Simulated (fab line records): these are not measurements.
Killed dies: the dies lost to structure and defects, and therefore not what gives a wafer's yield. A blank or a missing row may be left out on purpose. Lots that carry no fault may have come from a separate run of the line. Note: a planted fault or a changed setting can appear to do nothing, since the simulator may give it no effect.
Matching of chambers ; flow nand-harc ; pecvd-02 running NHARC_P_M2_DEP_33: 3 sister chambers
The step deposits SiCN, target thk 30 nm. 3 wafers are shown with their chamber, then 7 later ones without.

## WAFERS WITH THEIR CHAMBER
wafer;chamber;showerhead-vpp-V (V)
L086.1;2;1356
L087.1;0;1256
L087.4;1;1241

## WAFERS MISSING THEIR CHAMBER
wafer;showerhead-vpp-V (V)
L087.6;1264
L095.1;1266
L095.2;1268
L095.4;1272
L097.1;1271
L097.4;1280
L097.5;1251

## CHAMBER TAKEN BY EACH
wafer;from the rows above;in truth
L087.6;can't be placed: 0 or 1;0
L095.1;can't be placed: 0 or 1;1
L095.2;can't be placed: 0 or 1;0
L095.4;can't be placed: 0 or 1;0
L097.1;can't be placed: 0 or 1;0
L097.4;can't be placed: 0 or 1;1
L097.5;can't be placed: 0 or 1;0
Placed correctly: 0 of 7. From these rows, 7 cannot be placed; in 7 the true chamber is one of the candidates. Placed wrongly: 0.
How it was worked out, from the rows above alone: a wafer's distance from a chamber is the root of the sum, over the readings, of the square of ((its reading less the chamber's mean) divided by the reading's scatter). The wafer belongs to the nearest chamber; if the next one is less than 2 further off, it can't be placed. The mean given for a chamber averages the wafers shown for that chamber. The scatter (one wafer shown for each chamber): square how far every hidden wafer sits from the nearest shown wafer, average those squares and take the square root.
